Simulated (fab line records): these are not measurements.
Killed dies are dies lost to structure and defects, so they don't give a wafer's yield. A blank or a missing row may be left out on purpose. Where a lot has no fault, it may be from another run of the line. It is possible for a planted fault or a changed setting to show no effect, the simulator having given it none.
Split-lot trial | flow n5_finfet | 7 lots, 21 wafers read, on a route of 1938 steps

== THE SPLIT ==
At N5_BEOL_M11_PECVD_70 (deposits SiO2 from TEOS/O2, target thk 20 nm, time 22.7 s), the setting temp_c was moved away from the recipe's 400 C on 6 of the 21 wafers read, by -3.3% to +3.7%. All remaining wafers had this setting at the recipe value.

== FROM THE SPLIT TO THE READING: what the file shows between them, 11 steps ==
- N5_BEOL_M11_COAT_59: time 60 s, resist thk 100 nm (also split here: spin_rpm)
- N5_BEOL_M11_COAT_60: time 60 s, resist thk 30 nm
- N5_BEOL_M11_COAT_05: resist thk 90 nm
- N5_BEOL_M11_DESCUM_16: chemistry O2, time 7.9 s
- N5_BEOL_M11_ETCH_61: etches SiARC in CF4, target depth 39 nm, time 65 s
- N5_BEOL_M11_ETCH_62: etches SOC in N2/H2, target depth 110 nm, overetch 22 nm, time 165 s
- N5_BEOL_M11_STRIP_68: strips in N2/H2
- N5_BEOL_M11_STRIP_67: strips in CF4
- N5_BEOL_M11_HM_OPEN_17: chemistry Cl2/BCl3, target TiN, target depth 20 nm, overetch 6 nm
- N5_BEOL_M11_STRIP_19: strips in O2
- N5_BEOL_M11_STRIP_77: strips in N2/H2, time 10 s

== THE READING ==
SiO2_of_BEOL_M11_PECVD_70.thk_nm (the simulator's own value, which no gauge read), in nm, at N5_BEOL_M11_HM_STRIP_39 (strips TiN in peroxide tin strip, target depth 25 nm, time 158 s). There is no usual value for it anywhere in the file. Across the 15 wafers here that went through the recipe, the average is 19.9 nm and the standard deviation 0.28 nm.

wafer  | tool, chamber at the split | temp_c as run, C | against the recipe | SiO2_of_BEOL_M11_PECVD_70.thk_nm, nm | against lot-mates on the recipe
L074.3 | pecvd-01, 2                | 400              | recipe             | 19.6                                 | -
L074.4 | pecvd-01, 0                | 414.9            | +3.7%              | 18                                   | -1.9
L074.5 | pecvd-01, 1                | 400              | recipe             | 20.2                                 | -
L076.1 | pecvd-01, 0                | 400              | recipe             | 19.6                                 | -
L076.4 | pecvd-01, 1                | 408.3            | +2.1%              | 18.8                                 | -0.8
L076.6 | pecvd-01, 0                | 408.3            | +2.1%              | 18.6                                 | -1.0
L080.2 | pecvd-03, 2,1              | 400              | recipe             | 20.2                                 | -
L080.5 | pecvd-03, 2,1              | 400              | recipe             | 20.2                                 | -
L080.6 | pecvd-03, 0                | 400              | recipe             | 19.8                                 | -
L081.3 | pecvd-03, 0                | 400              | recipe             | 19.2                                 | -
L081.4 | pecvd-03, 2                | 400              | recipe             | 19.8                                 | -
L081.6 | pecvd-03, 1                | 400              | recipe             | 20                                   | -
L088.1 | pecvd-01, 2                | 400              | recipe             | 19.6                                 | -
L088.2 | pecvd-01, 0                | 400              | recipe             | 19.8                                 | -
L088.5 | pecvd-01, 2                | 400              | recipe             | 20.2                                 | -
L090.1 | pecvd-01, 0                | 413.5            | +3.4%              | 18                                   | -2.0
L090.4 | pecvd-01, 0                | 413.5            | +3.4%              | 18                                   | -2.0
L090.6 | pecvd-01, 2                | 400              | recipe             | 20                                   | -
L097.1 | pecvd-01, 2                | 400              | recipe             | 19.8                                 | -
L097.2 | pecvd-01, 1                | 386.9            | -3.3%              | 21.8                                 | +1.9
L097.5 | pecvd-01, 2                | 400              | recipe             | 20                                   | -
Rows listing several chambers each stand for several wafers; the file does not say which wafer went through which chamber.

FIT RESULTS
A straight line over all 21 wafers: SiO2_of_BEOL_M11_PECVD_70.thk_nm changes by -0.551 nm for each +1% of temp_c; r = -0.96; the points scatter about the line by 0.26 nm.
The same after taking each lot's own level away (the mean of its wafers on the recipe; 21 wafers): -0.55 nm for each +1%; r = -0.97; scatter 0.23 nm.
Per that fit: largest temp_c move, reading shift of 2 nm.
From 19.60 to 20.07 nm: that is the span of the lots' own levels, equal to 1.7 times the standard deviation above.
So the lot-to-lot level changes the slope little: the two slopes agree.
Check: -2.07 nm against its lot-mates is what the line predicts for one of the wafers moved furthest among these (+3.7%) when that wafer is left out of the fit. It came out at -1.9 nm against them.

== ADDITIONAL SPLITS CARRIED BY THESE WAFERS ==
Other splits were also applied to these wafers ahead of the reading. Each is held against what the fit with the lots' levels taken away leaves over:
other split on the same wafers | wafers away from the commonest value | r with SiO2_of_BEOL_M11_PECVD_70.thk_nm (lot level and that fit taken away)
N5_BEOL_M9_ETCH_62 time_s      | 5                                    | -0.19
N5_BEOL_M9_COAT_22 spin_rpm    | 8                                    | -0.02
N5_BEOL_M9_DEP_56 time_s       | 7                                    | -0.17
N5_BEOL_M10_COAT_05 spin_rpm   | 5                                    | +0.09
N5_BEOL_M11_COAT_59 spin_rpm   | 6                                    | -0.30

== THE WHOLE CHAIN: every reading that the file lists as answering this split, in the file's order ==
step                    | what it does                                                     | reading                                                                           | change (the file's fit)               | r (the file's)
N5_BEOL_M11_PECVD_70    | deposits SiO2 from TEOS/O2, target thk 20 nm, time 22.7 s        | SiO2_of_BEOL_M11_PECVD_70.thk_nm (the simulator's own value, which no gauge read) | -0.551 nm for each +1% of the setting | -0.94
N5_BEOL_M11_HM_STRIP_39 | strips TiN in peroxide tin strip, target depth 25 nm, time 158 s | SiO2_of_BEOL_M11_PECVD_70.thk_nm (the simulator's own value, which no gauge read) | -0.544 nm for each +1% of the setting | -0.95

== THE FILE'S OWN FIT ==
SiO2_of_BEOL_M11_PECVD_70.thk_nm changes by -0.544 nm for each +1% of temp_c, r = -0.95.
